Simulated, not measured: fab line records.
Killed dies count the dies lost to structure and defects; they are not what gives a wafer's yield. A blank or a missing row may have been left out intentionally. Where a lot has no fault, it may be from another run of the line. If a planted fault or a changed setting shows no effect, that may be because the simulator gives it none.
Lot-split experiment | flow n5-finfet | 7 lots, 21 wafers read, on a route of 1938 steps

THE SPLIT
At N5_BEOL_M1_EXPOSE_25 (exposes mask V0, defocus 5 nm, target cd 24 nm), the setting dose-mj was moved away from the recipe's 63 on 5 of the 21 wafers read, by -6.8% to -2.8%. The other wafers ran this setting at the recipe's value.

FROM THE SPLIT TO THE READING: what the file shows between them, 2 steps
- N5_BEOL_M1_PEB_26: peb time 60 s
- N5_BEOL_M1_DEVELOP_27: develop time 30 s

THE READING
cd-nm, in nm, at N5_BEOL_M1_CD_MEAS_28 (target cd y 23.3 nm). A value of 24.14 nm with a standard deviation of 0.25 nm is what fault-free wafers of this fab line usually give.

wafer  | tool, chamber at the split | dose-mj as run | against the recipe | cd-nm, nm | against lot-mates on the recipe
L075.1 | euv-scanner-02, 0          | 63             | recipe             | 24.06     | -
L075.3 | euv-scanner-02, 0          | 63             | recipe             | 24.07     | -
L075.4 | euv-scanner-02, 0          | 63             | recipe             | 24.39     | -
L074.1 | euv-scanner-01, 0          | 58.76          | -6.7%              | 23.05     | -1.16
L074.2 | euv-scanner-01, 0          | 63             | recipe             | 24.12     | -
L074.6 | euv-scanner-01, 0          | 63             | recipe             | 24.30     | -
L084.1 | euv-scanner-01, 0          | 63             | recipe             | 24.09     | -
L084.3 | euv-scanner-01, 0          | 63             | recipe             | 24.15     | -
L084.5 | euv-scanner-01, 0          | 63             | recipe             | 24.19     | -
L088.1 | euv-scanner-01, 0          | 60.29          | -4.3%              | 23.59     | -0.34
L088.2 | euv-scanner-01, 0          | 63             | recipe             | 23.62     | -
L088.5 | euv-scanner-01, 0          | 63             | recipe             | 24.23     | -
L089.1 | euv-scanner-02, 0          | 63             | recipe             | 24.40     | -
L089.2 | euv-scanner-02, 0          | 58.74          | -6.8%              | 22.73     | -1.69
L089.6 | euv-scanner-02, 0          | 63             | recipe             | 24.44     | -
L091.1 | euv-scanner-02, 0          | 63             | recipe             | 24.38     | -
L091.4 | euv-scanner-02, 0          | 63             | recipe             | 24.14     | -
L091.6 | euv-scanner-02, 0          | 63             | recipe             | 24.12     | -
L095.1 | euv-scanner-01, 0          | 61.24          | -2.8%              | 22.88     | -1.70
L095.3 | euv-scanner-01, 0          | 63             | recipe             | 24.58     | -
L095.5 | euv-scanner-01, 0          | 61.24          | -2.8%              | 23.31     | -1.27

FIT RESULTS
A straight line over all 21 wafers: cd-nm changes by +0.207 nm for each +1% of dose-mj; r = +0.86; the points scatter about the line by 0.28 nm.
The same after taking each lot's own level away (the mean of its wafers on the recipe; 21 wafers): +0.223 nm for each +1%; r = +0.82; scatter 0.36 nm.
According to that fit, moving dose-mj by its largest amount changes the reading by 1.5 nm.
From 23.925 to 24.580 nm: that is the span of the lots' own levels, equal to 2.6 times the standard deviation above.
The two slopes agree, so the slope changes little with the lot-to-lot level.
Check: for one of the wafers moved furthest among these (-6.8%), held out of the fit, the line's prediction against its lot-mates is -1.47 nm. Against them it came out at -1.69 nm.

OTHER SPLITS ON THESE WAFERS
Other splits were also applied to these wafers ahead of the reading. Each is held against what the fit with the lots' levels taken away leaves over:
other split on the same wafers          | wafers away from the commonest value | r with cd-nm (lot level and that fit taken away)
N5_SD_EPI_P_ETCH_37 source-w            | 11                                   | +0.13
N5_SDB_COAT_03 spin-rpm                 | 7                                    | -0.21
N5_HKMG_FIN_CVD_62 temp-c               | 5                                    | +0.05
N5_MOL_CONTACT_COAG_VIA_ETCH_117 bias-w | 9                                    | -0.05
N5_MOL_CONTACT_COAG_ETCH_124 source-w   | 10                                   | +0.13
N5_BEOL_M0_SAQP_MANDREL_ETCH_20 icp-w   | 4                                    | -0.06

THE WHOLE CHAIN: every reading that the file lists as answering this split, in the file's order
step                   | what it does                                                       | reading                                                        | change (the file's fit)               | r (the file's)
N5_BEOL_M1_CD_MEAS_28  | target cd y 23.3 nm                                                | cd-nm                                                          | +0.212 nm for each +1% of the setting | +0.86
N5_BEOL_M1_VIA_ETCH_34 | etches the open film in C4F6/O2, target depth 67.8 nm, time 64.4 s | BEOL_M1.cd-nm (the simulator's own value, which no gauge read) | +0.247 nm for each +1% of the setting | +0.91

FILE'S OWN FIT
cd-nm changes by +0.212 nm for each +1% of dose-mj, r = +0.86.
